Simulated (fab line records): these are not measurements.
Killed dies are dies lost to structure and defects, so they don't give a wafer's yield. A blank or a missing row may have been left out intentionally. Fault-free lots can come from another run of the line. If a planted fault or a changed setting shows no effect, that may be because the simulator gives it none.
Comparing a struck lot with a sound one	flow n5Finfet	15 out of 1938 route steps
Sound: the wafers L225.2, L225.5, L225.6. Struck: wafer L224.1. (L224.2 of the same lot was not struck and is left out.) The cause comes at the end.
Per side, at each step with rows, come the tool, then ch with its chambers, and then its first start. Under that, the readings that differ: sound wafers	struck wafers	difference of the means	sigmas: that difference in standard deviations of wafers without a fault.
alike: readings with means less than 2 such deviations apart, plus words and numbers identical on both sides. not compared: withheld readings, readings lacking a value on some wafer, bounds such as >300 that could conceal the same value, and numbers that have no deviation in the record and whose values overlap.
The two part at a step that has a row with sigmas, a row that says differs or no value, or rows on one side only. Numbers that have no deviation but don't overlap get no sigmas and don't part them. A reading that every wafer of one side lacks parts them only if that side has two wafers or more.

N5_MOL_CONTACT_COAG_INSPECT_97: inspects for defects (darkfield).
  struck on defectInspect-02, day 10 05:22; sound on defectInspect-02, day 10 12:02
  alike: rawDefectCount
N5_BEOL_M0_SAQP_PECVD_00: deposits SiCN from 3MS/NH3, target thk 8 nm, time 14 s.
  sound on pecvd-01 ch 0,1,2, day 10 12:21; struck on pecvd-01 ch 0, day 10 05:42
  alike: showerheadPlenumPTorr, throttleValvePct
N5_BEOL_M0_SAQP_ILD_DEP_01: deposits SiOC from DEMS/O2, target thk 45.419 nm, time 8.7 s.
  sound on pecvd-01 ch 0,1,2, day 10 12:22; struck on pecvd-01 ch 0, day 10 05:43
  alike: heaterPowerOuterW, heaterPowerW, showerheadPlenumPTorr, susceptorTempC, throttleValvePct
N5_BEOL_M0_SAQP_HM_DEP_02: deposits TiN, target thk 12 nm.
  struck on pvdSputter-01, day 10 05:47; sound on pvdSputter-01, day 10 12:50
  alike: susceptorTempC, throttleValvePct
then, 1 step without rows for these wafers: N5_BEOL_M0_SAQP_PECVD_03 (deposits SiCN from 3MS/NH3, target thk 12 nm, time 21.1 s).
N5_BEOL_M0_SAQP_PECVD_96: deposits a-Si from SiH4/He, target thk 45 nm, time 45.2 s.
  sound on pecvd-02 ch 1,2, day 10 12:59; struck on pecvd-02 ch 2, day 10 05:56
  alike: heaterPowerOuterW, heaterPowerW, showerheadPlenumPTorr, susceptorTempC, throttleValvePct
then, 1 step without rows for these wafers: N5_BEOL_M0_SAQP_PECVD_97 (deposits SiNx from SiH4/NH3/N2, target thk 23 nm, time 19.9 s).
N5_BEOL_M0_SAQP_PECVD_04: deposits a-Si from SiH4/He, target thk 60 nm, time 60.2 s.
  sound on pecvd-02 ch 1,2, day 10 13:04; struck on pecvd-02 ch 2, day 10 06:01
reading	sound	struck	difference	sigmas
susceptorTempC (C)	350.47 350.19 350.19	349.60	-0.68	-3
  alike: heaterPowerOuterW, heaterPowerW, showerheadPlenumPTorr, throttleValvePct
N5_BEOL_M0_SAQP_THK_MEAS_05:
  struck on filmMetro-01, day 10 06:07; sound on filmMetro-02, day 10 13:10
  alike: thkNm
then, 2 steps without rows for these wafers: N5_BEOL_M0_SAQP_HM_DEP_111 (deposits SiO2 from SiH4/N2O, target thk 12 nm, time 7.2 s); N5_BEOL_M0_SAQP_COAT_81 (time 60 s, resist thk 100 nm).
N5_BEOL_M0_SAQP_COAT_82: time 60 s, resist thk 30 nm.
  sound on lithoTrack-04 ch 0, day 10 13:19; struck on lithoTrack-01 ch 0, day 10 06:13
reading	sound	struck	difference	sigmas
heaterPowerTotalW (W)	430.4 426.0 427.4	502.0	+74.1	+34
runLengthS (s)	66.23 66.33 66.11	53.28	-12.94	-68
then, 1 step without rows for these wafers: N5_BEOL_M0_SAQP_COAT_08 (resist thk 90 nm).
-- record jumps: 2 days separate the struck wafers' starts on either side; left off in module BEOL_M0_SAQP, taken up again in module BEOL_M4, whose first shown step is the route's number 1111 --
N5_BEOL_M4_RC_MEAS_101:
  sound on prober-02 ch 0, day 13 09:04; struck on prober-02 ch 0, day 12 12:07
  alike: DIBL_N, DIBL_P, IOFF_N, IOFF_P, ION_N, ION_P, SS_N, SS_P, VT_N, VT_P
after that, 1 step had no rows for these wafers: N5_PASSIVATION_PROBE_49.

## WHERE THEY PART
Earliest at N5_BEOL_M0_SAQP_PECVD_04; latest, in this record, at N5_BEOL_M0_SAQP_COAT_82. Later steps at which nothing parts them and some readings are alike: N5_BEOL_M4_RC_MEAS_101.

WHY: whatever the simulator had introduced
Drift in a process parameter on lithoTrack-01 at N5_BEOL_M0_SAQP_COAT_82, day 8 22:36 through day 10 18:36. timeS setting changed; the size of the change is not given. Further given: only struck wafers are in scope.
